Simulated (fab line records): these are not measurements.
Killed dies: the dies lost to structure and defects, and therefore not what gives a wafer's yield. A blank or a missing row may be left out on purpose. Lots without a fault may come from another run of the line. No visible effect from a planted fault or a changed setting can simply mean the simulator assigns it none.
Matching of chambers + flow n5 finfet + N5_HKMG_FIN_CVD_62 on thermal cvd si-02 has 3 sister chambers
The step deposits a-Si from Si2H6, target thk 3 nm, time 20.8 s. 6 wafers are shown with their chamber, then 12 later ones without.

WAFERS PAIRED WITH THEIR CHAMBERS
| wafer  | chamber | heater power w (W) |
|--------|---------|--------------------|
| L086.2 | 1       | 1465               |
| L086.4 | 1       | 1488               |
| L088.2 | 0       | 1345               |
| L090.2 | 2       | 1464               |
| L090.4 | 2       | 1446               |
| L090.6 | 0       | 1328               |

WAFERS WITHOUT THEIR CHAMBER
| wafer  | heater power w (W) |
|--------|--------------------|
| L092.3 | 1434               |
| L092.4 | 1439               |
| L092.5 | 1440               |
| L094.2 | 1446               |
| L094.3 | 1420               |
| L094.5 | 1431               |
| L096.1 | 1443               |
| L096.2 | 1468               |
| L096.3 | 1361               |
| L096.4 | 1479               |
| L096.5 | 1445               |
| L096.6 | 1390               |

EACH ONE'S CHAMBER
| wafer  | from the rows above     | in truth |
|--------|-------------------------|----------|
| L092.3 | can't be placed: 2 or 1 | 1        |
| L092.4 | can't be placed: 2 or 1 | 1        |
| L092.5 | can't be placed: 2 or 1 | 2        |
| L094.2 | can't be placed: 2 or 1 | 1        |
| L094.3 | can't be placed: 2 or 1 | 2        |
| L094.5 | can't be placed: 2 or 1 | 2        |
| L096.1 | can't be placed: 2 or 1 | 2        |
| L096.2 | can't be placed: 1 or 2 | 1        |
| L096.3 | 0                       | 0        |
| L096.4 | can't be placed: 1 or 2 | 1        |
| L096.5 | can't be placed: 2 or 1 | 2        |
| L096.6 | can't be placed: 0 or 2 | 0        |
Placed correctly: 1 of 12. From these rows, 11 cannot be placed; in 11 the true chamber is one of the candidates. Wrongly placed: 0.
How it was worked out, from the rows above alone: a wafer's distance from a chamber is the root of the sum, over the readings, of the square of ((its reading less the chamber's mean) divided by the reading's scatter). If the next closest chamber is less than 2 further off than the closest, the wafer can't be placed; otherwise it belongs to the closest. For every chamber, the mean is computed from those of its wafers that are shown. The scatter: take each reading less its chamber's mean, square it, sum over the shown wafers, divide by the number of wafers less the number of chambers, and take the root.
